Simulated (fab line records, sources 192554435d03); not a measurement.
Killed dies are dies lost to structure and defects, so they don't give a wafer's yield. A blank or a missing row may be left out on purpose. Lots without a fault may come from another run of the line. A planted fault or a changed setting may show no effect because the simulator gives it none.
Which tool did it? | flow n5_finfet | 12 lots, 31 wafers sampled, at 5 steps of a route of 1938

WHAT THE GAUGES READ, wafer by wafer
N5_BEOL_M4_RC_MEAS_101. Usual: DIBL_N 35.8 mV/V, standard deviation 1.5; DIBL_P 35.9 mV/V, standard deviation 1.8; IOFF_N 0.152 nA/um, standard deviation 0.025; IOFF_P 0.21 nA/um, standard deviation 0.031; ION_N 672 uA/um, standard deviation 11; ION_P 462 uA/um, standard deviation 7.4; SS_N 71.5 mV/dec, standard deviation 0.52; SS_P 73.2 mV/dec, standard deviation 0.54; VT_N 250 mV, standard deviation 3; VT_P -250 mV, standard deviation 3.3.
lot  | measured     | on        | DIBL_N (mV/V)  | DIBL_P (mV/V)  | IOFF_N (nA/um)    | IOFF_P (nA/um) | ION_N (uA/um) | ION_P (uA/um) | SS_N (mV/dec)  | SS_P (mV/dec)  | VT_N (mV)   | VT_P (mV)      | flag
L817 | day 8 10:41  | prober-01 | 34.4 37.0 36.8 | 31.2 34.5 34.3 | 0.096 0.137 0.137 | 0.13 0.18 0.18 | 655 672 669   | 449 458 458   | 70.5 71.1 71.2 | 72.3 73.2 73.1 | 261 253 251 | -260 -254 -255 |
L818 | day 9 07:46  | prober-01 | 33.9 34.9 34.1 | 34.8 35.9 35.4 | 0.122 0.143 0.125 | 0.16 0.17 0.16 | 670 674 665   | 457 452 459   | 70.9 70.7 71.5 | 72.9 73.0 72.6 | 250 251 251 | -254 -252 -256 |
L822 | day 9 23:46  | prober-02 | 34.6 36.3      | 34.5 36.1      | 0.115 0.146       | 0.15 0.18      | 652 669       | 449 463       | 71.6 71.1      | 72.3 72.7      | 256 252     | -255 -253      |
L820 | day 10 03:01 | prober-02 | 36.8 37.5      | 38.6 38.5      | 0.155 0.170       | 0.19 0.20      | 678 676       | 459 463       | 71.0 70.9      | 73.4 73.9      | 252 251     | -252 -254      |
L823 | day 10 14:59 | prober-01 | 35.9 36.2 35.8 | 35.9 36.9 36.0 | 0.158 0.169 0.161 | 0.21 0.23 0.21 | 673 684 685   | 464 469 466   | 71.3 71.0 70.9 | 72.6 73.7 73.8 | 248 248 248 | -245 -248 -251 |
L826 | day 10 20:46 | prober-01 | 37.1 34.2 35.5 | 37.8 34.8 36.5 | 0.177 0.128 0.145 | 0.23 0.18 0.20 | 667 677 672   | 458 467 459   | 71.3 71.8 71.3 | 74.7 73.7 74.1 | 248 252 251 | -248 -250 -253 |
L824 | day 10 23:31 | prober-01 | 37.8 37.7 37.9 | 35.5 35.1 34.9 | 0.148 0.151 0.149 | 0.21 0.21 0.20 | 669 666 662   | 458 459 451   | 71.3 72.1 72.2 | 73.0 72.7 73.3 | 250 253 255 | -247 -249 -250 |
L825 | day 11 00:23 | prober-02 | 36.5 35.9      | 35.2 34.6      | 0.167 0.151       | 0.21 0.20      | 681 670       | 466 462       | 72.1 70.9      | 72.9 73.4      | 251 250     | -246 -248      |
L827 | day 11 04:14 | prober-02 | 34.0 33.8      | 33.2 33.3      | 0.117 0.122       | 0.17 0.18      | 659 655       | 461 455       | 71.1 70.5      | 73.0 72.8      | 251 252     | -252 -252      |
L830 | day 11 23:43 | prober-01 | 37.7 36.0 36.5 | 38.6 35.8 38.0 | 0.218 0.172 0.196 | 0.29 0.23 0.28 | 700 676 706   | 484 465 489   | 72.0 71.6 72.4 | 74.3 72.8 73.7 | 244 245 245 | -243 -248 -243 |
L832 | day 12 07:54 | prober-02 | 35.5 34.3 34.1 | 37.1 37.2 36.0 | 0.182 0.175 0.154 | 0.24 0.24 0.21 | 682 694 675   | 460 471 460   | 71.9 71.1 71.2 | 73.3 72.5 72.7 | 247 245 250 | -247 -250 -248 |
L837 | day 14 09:00 | prober-02 | 35.6 35.0      | 35.7 34.9      | 0.151 0.137       | 0.21 0.19      | 666 675       | 465 472       | 71.9 71.3      | 73.4 72.8      | 251 256     | -251 -253      |

WHICH TOOL RAN EACH LOT (tool, then ch and the chambers of the sampled wafers, then the start)
lot  | N5_BEOL_M3_ANNEAL_49         | N5_BEOL_M3_SPUTTER_79        | N5_BEOL_M3_SPUTTER_86        | N5_BEOL_M3_ANNEAL_87
L817 | pvd_sputter-01, day 7 23:14  | pvd_sputter-01, day 7 23:23  | pvd_sputter-01, day 7 23:49  | pvd_sputter-01, day 7 23:54
L818 | pvd_sputter-01, day 8 16:28  | pvd_sputter-01, day 8 16:37  | pvd_sputter-01, day 8 17:03  | pvd_sputter-01, day 8 17:08
L822 | pvd_sputter-01, day 9 10:47  | pvd_sputter-01, day 9 10:55  | pvd_sputter-01, day 9 11:22  | pvd_sputter-01, day 9 11:26
L820 | pvd_sputter-02, day 9 11:02  | pvd_sputter-02, day 9 11:08  | pvd_sputter-02, day 9 11:35  | pvd_sputter-02, day 9 11:41
L823 | pvd_sputter-01, day 10 01:22 | pvd_sputter-01, day 10 01:31 | pvd_sputter-01, day 10 01:57 | pvd_sputter-01, day 10 02:02
L826 | pvd_sputter-01, day 10 05:47 | pvd_sputter-01, day 10 05:56 | pvd_sputter-01, day 10 06:22 | pvd_sputter-01, day 10 06:27
L824 | pvd_sputter-02, day 10 07:30 | pvd_sputter-02, day 10 07:38 | pvd_sputter-02, day 10 08:05 | pvd_sputter-02, day 10 08:10
L825 | pvd_sputter-01, day 10 07:38 | pvd_sputter-01, day 10 07:46 | pvd_sputter-01, day 10 08:13 | pvd_sputter-01, day 10 08:17
L827 | pvd_sputter-01, day 10 16:05 | pvd_sputter-01, day 10 16:14 | pvd_sputter-01, day 10 16:40 | pvd_sputter-01, day 10 16:45
L830 | pvd_sputter-02, day 11 09:33 | pvd_sputter-02, day 11 09:41 | pvd_sputter-02, day 11 10:08 | pvd_sputter-02, day 11 10:13
L832 | pvd_sputter-01, day 11 18:38 | pvd_sputter-01, day 11 18:46 | pvd_sputter-01, day 11 19:13 | pvd_sputter-01, day 11 19:17
L837 | pvd_sputter-02, day 13 16:14 | pvd_sputter-02, day 13 16:23 | pvd_sputter-02, day 13 16:49 | pvd_sputter-02, day 13 16:54
- N5_BEOL_M3_ANNEAL_49: time 240 s.
- N5_BEOL_M3_SPUTTER_79: material Cu, target thk 4.5 nm, time 8.29 s.
- N5_BEOL_M3_SPUTTER_86: material Cu, target thk 4.5 nm, time 8.29 s.
- N5_BEOL_M3_ANNEAL_87: time 240 s.

WHAT THE TOOLS THEMSELVES READ (means of the sampled wafers that have a number; where no wafer has one, the mark that the record gives instead)
N5_BEOL_M3_ANNEAL_49. Usual: heater_power_w 807 W, standard deviation 100; susceptor_temp_C 400.01 C, standard deviation 0.23.
lot  | tool           | heater_power_w (W) | susceptor_temp_C (C) | flag
L817 | pvd_sputter-01 | 753                | 399.75               |
L818 | pvd_sputter-01 | 743                | 400.06               |
L822 | pvd_sputter-01 | 740                | 400.20               |
L820 | pvd_sputter-02 | 906                | 399.95               |
L823 | pvd_sputter-01 | 731                | 399.95               |
L826 | pvd_sputter-01 | 726                | 399.91               |
L824 | pvd_sputter-02 | 840                | 400.07               |
L825 | pvd_sputter-01 | 758                | 399.74               |
L827 | pvd_sputter-01 | 770                | 400.12               |
L830 | pvd_sputter-02 | -                  | -                    | OFF
L832 | pvd_sputter-01 | -                  | -                    | OFF
L837 | pvd_sputter-02 | 788                | 400.18               |

N5_BEOL_M3_SPUTTER_79. Usual: throttle_valve_pct 30.3 %, standard deviation 1.
lot  | tool           | throttle_valve_pct (%) | flag
L817 | pvd_sputter-01 | 29.3                   |
L818 | pvd_sputter-01 | 30.7                   |
L822 | pvd_sputter-01 | 31.5                   |
L820 | pvd_sputter-02 | 30.1                   |
L823 | pvd_sputter-01 | 29.9                   |
L826 | pvd_sputter-01 | 30.3                   |
L824 | pvd_sputter-02 | 30.9                   |
L825 | pvd_sputter-01 | 31.4                   |
L827 | pvd_sputter-01 | 30.9                   |
L830 | pvd_sputter-02 | 30.1                   |
L832 | pvd_sputter-01 | 29.8                   |
L837 | pvd_sputter-02 | 30.9                   |

N5_BEOL_M3_SPUTTER_86. Usual: throttle_valve_pct 30.3 %, standard deviation 1.
lot  | tool           | throttle_valve_pct (%) | flag
L817 | pvd_sputter-01 | 29.3                   |
L818 | pvd_sputter-01 | 30.7                   |
L822 | pvd_sputter-01 | 31.4                   |
L820 | pvd_sputter-02 | 29.9                   |
L823 | pvd_sputter-01 | 29.9                   |
L826 | pvd_sputter-01 | 30.5                   |
L824 | pvd_sputter-02 | 30.6                   |
L825 | pvd_sputter-01 | 31.2                   |
L827 | pvd_sputter-01 | 30.6                   |
L830 | pvd_sputter-02 | 30.1                   |
L832 | pvd_sputter-01 | 29.7                   |
L837 | pvd_sputter-02 | 31.1                   |

N5_BEOL_M3_ANNEAL_87. Usual: heater_power_w 807 W, standard deviation 100; susceptor_temp_C 400.02 C, standard deviation 0.21.
lot  | tool           | heater_power_w (W) | susceptor_temp_C (C) | flag
L817 | pvd_sputter-01 | 750                | 400.02               |
L818 | pvd_sputter-01 | 750                | 400.06               |
L822 | pvd_sputter-01 | 736                | 400.00               |
L820 | pvd_sputter-02 | 900                | 400.21               |
L823 | pvd_sputter-01 | 736                | 400.14               |
L826 | pvd_sputter-01 | 723                | 400.03               |
L824 | pvd_sputter-02 | 847                | 399.90               |
L825 | pvd_sputter-01 | 754                | 400.00               |
L827 | pvd_sputter-01 | 777                | 400.15               |
L830 | pvd_sputter-02 | 915                | 400.26               |
L832 | pvd_sputter-01 | 728                | 399.86               |
L837 | pvd_sputter-02 | 770                | 399.88               |

THE ANSWER, worked out from the rows above alone
Rule: a lot is off if the mean of its wafers that have a number lies more than 3 standard deviations from the usual mean. A lot without any number at a reading at which 4 lots or more have one is off too. The other lots that the step has rows for count as sound. The gauges are gone through in route order, then the tools' own readings, and for those a lot's mean is taken as printed above. The first step at which some lot is off is used, and at that step the reading that is off furthest; a lot without a number counts as furthest.
Off: L830, L832, at N5_BEOL_M3_ANNEAL_49 (heater_power_w). Without a number there: L830, L832.
A tool fits if, at that step or a process step before it, it ran every lot that is off, and no sound lot after the first of them. None of those tried fits.

WHAT THE SIMULATOR HAD PUT IN
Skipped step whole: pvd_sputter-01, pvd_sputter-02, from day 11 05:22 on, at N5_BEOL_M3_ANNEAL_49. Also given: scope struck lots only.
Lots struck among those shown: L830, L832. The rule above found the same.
